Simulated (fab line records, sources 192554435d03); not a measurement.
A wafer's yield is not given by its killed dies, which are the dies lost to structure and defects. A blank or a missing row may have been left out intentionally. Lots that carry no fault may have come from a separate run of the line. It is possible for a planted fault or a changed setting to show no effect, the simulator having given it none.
Matching of chambers + flow n5-finfet + rie-diel-02 running N5_MOL_CONTACT_COAG_ETCHBACK_135: 4 sister chambers
The step etches SiO2 in CHF3, target depth 25 nm, time 16.7 s. 20 wafers are shown with their chamber, then 10 later ones without.

WAFERS, EACH WITH ITS CHAMBER
| wafer  | chamber | drypump-motor-current-A (A) | throttle-valve-pct (%) | showerhead-plenum-p-Torr (Torr) |
|--------|---------|-----------------------------|------------------------|---------------------------------|
| L077.1 | 1       | 5.5                         | 19.03                  | 2.36                            |
| L077.2 | 3       | 5.7                         | 18.78                  | 2.34                            |
| L077.5 | 0       | 6.3                         | 18.90                  | 2.41                            |
| L078.2 | 3       | 5.7                         | 18.78                  | 2.34                            |
| L078.3 | 1       | 5.5                         | 19.02                  | 2.36                            |
| L078.6 | 3       | 5.7                         | 18.80                  | 2.34                            |
| L080.1 | 2       | 5.3                         | 18.42                  | 2.48                            |
| L080.3 | 0       | 6.3                         | 18.91                  | 2.41                            |
| L080.4 | 3       | 5.7                         | 18.81                  | 2.34                            |
| L082.1 | 0       | 6.3                         | 18.92                  | 2.41                            |
| L082.2 | 1       | 5.5                         | 19.05                  | 2.35                            |
| L082.5 | 0       | 6.3                         | 18.92                  | 2.41                            |
| L083.1 | 1       | 5.5                         | 19.05                  | 2.35                            |
| L083.2 | 2       | 5.2                         | 18.43                  | 2.48                            |
| L083.5 | 0       | 6.3                         | 18.93                  | 2.41                            |
| L087.4 | 0       | 6.3                         | 18.95                  | 2.40                            |
| L087.5 | 1       | 5.5                         | 19.06                  | 2.35                            |
| L087.6 | 2       | 5.2                         | 18.45                  | 2.47                            |
| L089.1 | 1       | 5.5                         | 19.06                  | 2.35                            |
| L089.3 | 0       | 6.3                         | 18.94                  | 2.40                            |

SIGNATURES (means of the wafers above)
| reading                  | chamber 0 | chamber 1 | chamber 2 | chamber 3 | scatter within a chamber |
|--------------------------|-----------|-----------|-----------|-----------|--------------------------|
| drypump-motor-current-A  | 6.300     | 5.500     | 5.233     | 5.700     | 0.0204                   |
| throttle-valve-pct       | 18.9243   | 19.0450   | 18.4333   | 18.7925   | 0.0163                   |
| showerhead-plenum-p-Torr | 2.4071    | 2.3533    | 2.4767    | 2.3400    | 0.00463                  |
Rule: for a wafer and a chamber, the distance is found by dividing, reading by reading, the gap between the wafer's reading and the chamber's mean by the reading's scatter, squaring, summing and taking the root. If the next closest chamber is less than 2 further off than the closest, the wafer can't be placed; otherwise it belongs to the closest. The scatter: the root of (the sum of the squares of (reading less its chamber's mean) over the shown wafers, divided by (wafers less chambers)).

WAFERS WITH NO CHAMBER GIVEN
| wafer  | drypump-motor-current-A (A) | throttle-valve-pct (%) | showerhead-plenum-p-Torr (Torr) |
|--------|-----------------------------|------------------------|---------------------------------|
| L089.5 | 5.5                         | 19.06                  | 2.35                            |
| L090.1 | 6.3                         | 18.95                  | 2.40                            |
| L090.2 | 5.7                         | 18.44                  | 2.33                            |
| L090.4 | 5.7                         | 18.44                  | 2.33                            |
| L092.3 | 5.7                         | 18.44                  | 2.33                            |
| L092.4 | 6.3                         | 18.96                  | 2.40                            |
| L092.5 | 5.2                         | 18.46                  | 2.47                            |
| L095.1 | 5.2                         | 18.48                  | 2.47                            |
| L095.5 | 5.5                         | 18.71                  | 2.35                            |
| L095.6 | 6.3                         | 18.98                  | 2.40                            |

THE CHAMBER EACH PASSED THROUGH
| wafer  | from the rows above | in truth                   |
|--------|---------------------|----------------------------|
| L089.5 | 1                   | 1                          |
| L090.1 | 0                   | 0                          |
| L090.2 | 3                   | 3                          |
| L090.4 | 3                   | 3                          |
| L092.3 | 3                   | 3                          |
| L092.4 | 0                   | 0                          |
| L092.5 | 2                   | 2                          |
| L095.1 | 2                   | 2                          |
| L095.5 | 3                   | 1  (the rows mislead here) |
| L095.6 | 0                   | 0                          |
Correctly placed: 9 of 10. From these rows, 0 cannot be placed. 1 placed wrongly.
